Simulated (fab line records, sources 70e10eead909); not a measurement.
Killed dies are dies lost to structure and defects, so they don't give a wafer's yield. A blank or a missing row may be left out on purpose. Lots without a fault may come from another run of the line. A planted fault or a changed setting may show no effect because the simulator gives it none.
A struck lot beside a sound one | flow nand_harc | 15 steps out of a route of 1302
Sound: wafers L660.1, L660.2, L660.5. Struck: wafers L665.3, L665.5. The cause comes at the end.
At each step with rows: each side's tool, then ch and its chambers, then its first start. Under that, the readings that differ: sound wafers | struck wafers | difference of the means | sigmas: that difference in standard deviations of wafers without a fault.
alike: readings whose means differ by less than 2 such deviations, and words and numbers that are the same on both sides. not compared: withheld readings, readings that some wafer has no value for, bounds like >300 that may hide the same value, and numbers for which the record gives no deviation and whose values overlap.
The two part at a step that has a row with sigmas, a row that says differs or no value, or rows on one side only. Numbers that don't overlap but have no deviation are shown without sigmas and don't part them. A reading that every wafer of one side lacks parts them only if that side has two wafers or more.

first, 1 step without rows for these wafers: NHARC_A_CONTACT_ETCH_138 (etches the open film in C4F8/O2/Ar, time 311 s, target depth 1914 nm).
NHARC_A_CONTACT_ETCH_139: etches the open film in C4F8/O2/Ar, time 195 s, target depth 840 nm.
  sound on har_cap_etch-03 ch 0,1, day 22 07:40; struck on har_cap_etch-02 ch 0,1, day 24 03:26
  not compared: rf_hours_counter_h
NHARC_A_CONTACT_ETCH_92: etches the open film in CH3F/O2, target depth 40 nm, time 85.7 s.
  sound on rie_diel-12 ch 0,1,2, day 22 08:14; struck on rie_diel-03 ch 2,3, day 24 03:55
  reading                     | sound       | struck  | difference | sigmas
  drypump_motor_current_A (A) | 5.8 5.6 6.1 | 5.6 4.8 | -0.6       | -2
  alike: oes_product_au, rf_vpp_V, showerhead_plenum_p_Torr, throttle_valve_pct
  not compared: rf_hours_counter_h
NHARC_A_CONTACT_ETCH_98: etches the open film in C4F6/O2, target depth 20 nm, time 10 s.
  sound on rie_diel-12 ch 1,2,3; struck on rie_diel-03 ch 0,3, day 24 04:05
  reading                | sound                | struck        | difference | sigmas
  throttle_valve_pct (%) | 26.907 26.905 26.904 | 26.880 26.893 | -0.019     | -2
  alike: c4f6_flow_sccm, drypump_motor_current_A, oes_product_au, rf_vpp_V, showerhead_plenum_p_Torr
  not compared: rf_hours_counter_h
NHARC_A_CONTACT_CD_MEAS_15:
  sound on cd_sem-02, day 22 08:26; struck on cd_sem-02, day 24 04:10
  alike: cd_nm
then, 3 steps without rows for these wafers: NHARC_A_CONTACT_STRIP_107 (strips in N2/H2); NHARC_A_CONTACT_STRIP_108 (strips in CF4/CHF3); NHARC_A_CONTACT_STRIP_109 (strips in O2/COS).
NHARC_A_CONTACT_ETCH_110: etches the open film in CF4/O2, target depth 60 nm, overetch 6 nm, time 33 s.
  sound on rie_diel-03 ch 1,3, day 22 08:46; struck on rie_diel-03 ch 0,3, day 24 04:29
  reading               | sound             | struck      | difference | sigmas
  oes_product_au (a.u.) | 0.990 1.002 0.996 | 1.027 1.015 | +0.025     | +3
  alike: drypump_motor_current_A, rf_vpp_V, showerhead_plenum_p_Torr, throttle_valve_pct
  not compared: rf_hours_counter_h
then, 2 steps without rows for these wafers: NHARC_A_CONTACT_STRIP_26 (strips in O2); NHARC_A_CONTACT_STRIP_27 (strips in post etch residue remover, time 600 s).
NHARC_A_CONTACT_ALD_18: deposits TiN, target thk 3 nm, pulse time 1 s, ald cycles 150.
  sound on ald_metal-01 ch 2,3, day 22 09:29; struck on ald_metal-01 ch 1,3, day 24 05:15
  alike: heater_power_w, precursor_pulse_height_rel
NHARC_A_CONTACT_CVD_19: deposits W, target thk 300 nm, time 802 s.
  sound on cvd_w-01 ch 0,1, day 22 09:41; struck on cvd_w-02 ch 1, day 24 05:43
  reading                | sound       | struck  | difference | sigmas
  throttle_valve_pct (%) | 8.0 7.7 7.4 | 8.5 8.6 | +0.9       | +3
  alike: heater_power_w
NHARC_A_CONTACT_CMP_20: polishes, t overpolish 30 s, target thk 300 nm.
  sound on cmp-01 ch 0,2,3, day 22 10:37; struck on cmp-03 ch 0,2, day 24 06:24
  reading                | sound    | struck | difference | sigmas
  time_to_endpoint_s (s) | 61 57 53 | 91 86  | +32        | +8
  alike: motor_current_A, overpolish_run_s
then, 1 step without rows for these wafers: NHARC_END_SORT_01.

WHERE THEY PART
First at NHARC_A_CONTACT_ETCH_92; last, within this record, at NHARC_A_CONTACT_CMP_20.

WHY: what the simulator had put in
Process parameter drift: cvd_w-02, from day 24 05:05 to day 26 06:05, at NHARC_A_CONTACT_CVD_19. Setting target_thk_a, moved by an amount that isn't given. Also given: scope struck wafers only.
